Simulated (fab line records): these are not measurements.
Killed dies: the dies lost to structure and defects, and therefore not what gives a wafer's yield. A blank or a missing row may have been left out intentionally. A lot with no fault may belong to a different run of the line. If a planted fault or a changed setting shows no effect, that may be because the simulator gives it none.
Chamber matching || flow n5-finfet || 4 sister chambers for N5_PASSIVATION_STRIP_34 on rie-diel-04
The step strips in O2. 16 wafers are shown with their chamber, then 8 later ones without.

== WAFERS, EACH WITH ITS CHAMBER ==
{"wafer": "L819.2", "chamber": 1, "drypump-motor-current-A (A)": 6.2, "showerhead-plenum-p-Torr (Torr)": 2.04, "throttle-valve-pct (%)": 16.44}
{"wafer": "L819.3", "chamber": 2, "drypump-motor-current-A (A)": 5.5, "showerhead-plenum-p-Torr (Torr)": 2.07, "throttle-valve-pct (%)": 17.03}
{"wafer": "L819.6", "chamber": 2, "drypump-motor-current-A (A)": 5.5, "showerhead-plenum-p-Torr (Torr)": 2.07, "throttle-valve-pct (%)": 16.98}
{"wafer": "L824.1", "chamber": 3, "drypump-motor-current-A (A)": 5.5, "showerhead-plenum-p-Torr (Torr)": 2.12, "throttle-valve-pct (%)": 16.51}
{"wafer": "L824.3", "chamber": 1, "drypump-motor-current-A (A)": 6.2, "showerhead-plenum-p-Torr (Torr)": 2.04, "throttle-valve-pct (%)": 16.44}
{"wafer": "L824.5", "chamber": 2, "drypump-motor-current-A (A)": 5.6, "showerhead-plenum-p-Torr (Torr)": 2.07, "throttle-valve-pct (%)": 17.04}
{"wafer": "L830.2", "chamber": 3, "drypump-motor-current-A (A)": 5.5, "showerhead-plenum-p-Torr (Torr)": 2.11, "throttle-valve-pct (%)": 16.53}
{"wafer": "L830.3", "chamber": 0, "drypump-motor-current-A (A)": 6.2, "showerhead-plenum-p-Torr (Torr)": 2.13, "throttle-valve-pct (%)": 16.54}
{"wafer": "L830.4", "chamber": 1, "drypump-motor-current-A (A)": 6.2, "showerhead-plenum-p-Torr (Torr)": 2.03, "throttle-valve-pct (%)": 16.55}
{"wafer": "L828.2", "chamber": 3, "drypump-motor-current-A (A)": 5.5, "showerhead-plenum-p-Torr (Torr)": 2.11, "throttle-valve-pct (%)": 16.59}
{"wafer": "L828.4", "chamber": 2, "drypump-motor-current-A (A)": 5.6, "showerhead-plenum-p-Torr (Torr)": 2.06, "throttle-valve-pct (%)": 17.04}
{"wafer": "L828.5", "chamber": 2, "drypump-motor-current-A (A)": 5.6, "showerhead-plenum-p-Torr (Torr)": 2.06, "throttle-valve-pct (%)": 17.08}
{"wafer": "L834.2", "chamber": 3, "drypump-motor-current-A (A)": 5.5, "showerhead-plenum-p-Torr (Torr)": 2.11, "throttle-valve-pct (%)": 16.59}
{"wafer": "L834.3", "chamber": 0, "drypump-motor-current-A (A)": 6.2, "showerhead-plenum-p-Torr (Torr)": 2.12, "throttle-valve-pct (%)": 16.50}
{"wafer": "L834.6", "chamber": 3, "drypump-motor-current-A (A)": 5.5, "showerhead-plenum-p-Torr (Torr)": 2.11, "throttle-valve-pct (%)": 16.57}
{"wafer": "L836.1", "chamber": 2, "drypump-motor-current-A (A)": 5.5, "showerhead-plenum-p-Torr (Torr)": 2.06, "throttle-valve-pct (%)": 16.62}

SIGNATURES (averages over the wafers above)
{"reading": "drypump-motor-current-A", "chamber 0": 6.200, "chamber 1": 6.200, "chamber 2": 5.550, "chamber 3": 5.500, "scatter within a chamber": 0.0354}
{"reading": "showerhead-plenum-p-Torr", "chamber 0": 2.1250, "chamber 1": 2.0367, "chamber 2": 2.0650, "chamber 3": 2.1120, "scatter within a chamber": 0.00537}
{"reading": "throttle-valve-pct", "chamber 0": 16.5200, "chamber 1": 16.4767, "chamber 2": 16.9650, "chamber 3": 16.5580, "scatter within a chamber": 0.116}
Rule: a wafer's distance from a chamber is the root of the sum, over the readings, of the square of ((its reading less the chamber's mean) divided by the reading's scatter). If the next closest chamber is less than 2 further off than the closest, the wafer can't be placed; otherwise it belongs to the closest. The scatter: the root of (the sum of the squares of (reading less its chamber's mean) over the shown wafers, divided by (wafers less chambers)).

== WAFERS WHOSE CHAMBER IS MISSING ==
{"wafer": "L836.2", "drypump-motor-current-A (A)": 6.2, "showerhead-plenum-p-Torr (Torr)": 2.12, "throttle-valve-pct (%)": 16.50}
{"wafer": "L836.6", "drypump-motor-current-A (A)": 5.5, "showerhead-plenum-p-Torr (Torr)": 2.10, "throttle-valve-pct (%)": 16.62}
{"wafer": "L839.4", "drypump-motor-current-A (A)": 5.5, "showerhead-plenum-p-Torr (Torr)": 2.10, "throttle-valve-pct (%)": 16.57}
{"wafer": "L839.5", "drypump-motor-current-A (A)": 6.2, "showerhead-plenum-p-Torr (Torr)": 2.02, "throttle-valve-pct (%)": 16.53}
{"wafer": "L839.6", "drypump-motor-current-A (A)": 5.6, "showerhead-plenum-p-Torr (Torr)": 2.06, "throttle-valve-pct (%)": 16.66}
{"wafer": "L840.2", "drypump-motor-current-A (A)": 6.2, "showerhead-plenum-p-Torr (Torr)": 2.12, "throttle-valve-pct (%)": 16.55}
{"wafer": "L840.3", "drypump-motor-current-A (A)": 5.5, "showerhead-plenum-p-Torr (Torr)": 2.10, "throttle-valve-pct (%)": 16.62}
{"wafer": "L840.6", "drypump-motor-current-A (A)": 6.2, "showerhead-plenum-p-Torr (Torr)": 2.02, "throttle-valve-pct (%)": 16.49}

== CHAMBER TAKEN BY EACH ==
{"wafer": "L836.2", "from the rows above": 0, "in truth": 0}
{"wafer": "L836.6", "from the rows above": 3, "in truth": 3}
{"wafer": "L839.4", "from the rows above": 3, "in truth": 3}
{"wafer": "L839.5", "from the rows above": 1, "in truth": 1}
{"wafer": "L839.6", "from the rows above": 2, "in truth": 2}
{"wafer": "L840.2", "from the rows above": 0, "in truth": 0}
{"wafer": "L840.3", "from the rows above": 3, "in truth": 3}
{"wafer": "L840.6", "from the rows above": 1, "in truth": 1}
Correct placement for 8 of the 8. Left unplaced by these rows: 0. 0 placed wrongly.
